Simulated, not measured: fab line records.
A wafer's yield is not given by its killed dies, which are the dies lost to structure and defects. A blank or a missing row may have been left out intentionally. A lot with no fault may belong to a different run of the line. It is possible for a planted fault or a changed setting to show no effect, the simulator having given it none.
Problem report in the 8D (eight disciplines) form, filled by code ; flow n5_finfet ; the parts of the form that need people (team, actions taken, sign-off) are left out

1. WHAT IS WRONG
run_length_s at N5_BEOL_M6_CVD_78 reads a mean of 168.1 s on 3 wafers of 2 lots; wafers without a fault read 165.2 s with a standard deviation of 0.34. That is +8.5 standard deviations from the usual mean.
The step: deposits Co from CCTBA/H2, target thk 2 nm, time 142.3 s.
Seen first at day 14 09:59 on cvd_co-02, wafer L563.6. The record has a number at this step for 32 wafers belonging to 11 lots. The rule behind "out" and "out of limits": a value lying over 4 standard deviations away from the usual mean. The rest of the wafers with a number are treated as sound.

2. WHAT IT IS, WHAT IT ISN'T
question;is;is not
which readings at this step;run_length_s;-
which lots;L563, L566;L550, L551, L553, L555, L556, L558, L559, L565, L571
which wafers of those lots;L563.6, L566.2, L566.6;L563.3, L563.5
read on which tools;cvd_co-02;cvd_co-01
when;from day 14 09:59;"up to then (23 sound wafers); but 6 sound wafers of L565, L571 came after"

3. WHAT RULES OUT EACH SUSPECT
Counting: any tool at a process step up to the reading remains a suspect provided it ran every lot that is out. Sound lots after the first of them don't rule it out here, since some wafers of a struck lot are sound.
- cvd_co-02 at N5_BEOL_M6_CVD_78 (deposits Co from CCTBA/H2, target thk 2 nm, time 142.3 s): kept. Every lot that is out went through it, the first being L563 (day 14 09:59); the last sound lot it ran before that was L559 (day 14 01:30). Out on those wafers are its own readings of run_length_s.
Remaining after the count: cvd_co-02 at N5_BEOL_M6_CVD_78.

4. THE CAUSE (what the simulator had put in)
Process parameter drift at N5_BEOL_M6_CVD_78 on cvd_co-02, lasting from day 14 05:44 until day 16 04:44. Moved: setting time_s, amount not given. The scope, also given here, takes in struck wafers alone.
The count eliminated every tool but this one.

5. THE CHAIN OF EFFECTS, in route order
Each row: a reading where the mean over the struck wafers with a number is more than 3 standard deviations away from the usual. Only readings whose record carries a usual standard deviation are examined. hours: median over the lots of the time between each lot's start at the first step of this table that gives one and its start at this step. sigmas: the change, counted in usual standard deviations.
hours;step;reading;usual;on struck wafers;change;sigmas
0;N5_BEOL_M6_CVD_78;run_length_s;165.2 s;168.1;+2.9;+8.5
It contains these process steps:
- N5_BEOL_M6_CVD_78: deposits Co from CCTBA/H2, target thk 2 nm, time 142.3 s.

6. HOW IT WOULD HAVE BEEN CAUGHT EARLIER
In this record no reading fell out of limits until day 14 09:59, 4 hours after the fault had begun at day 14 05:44.
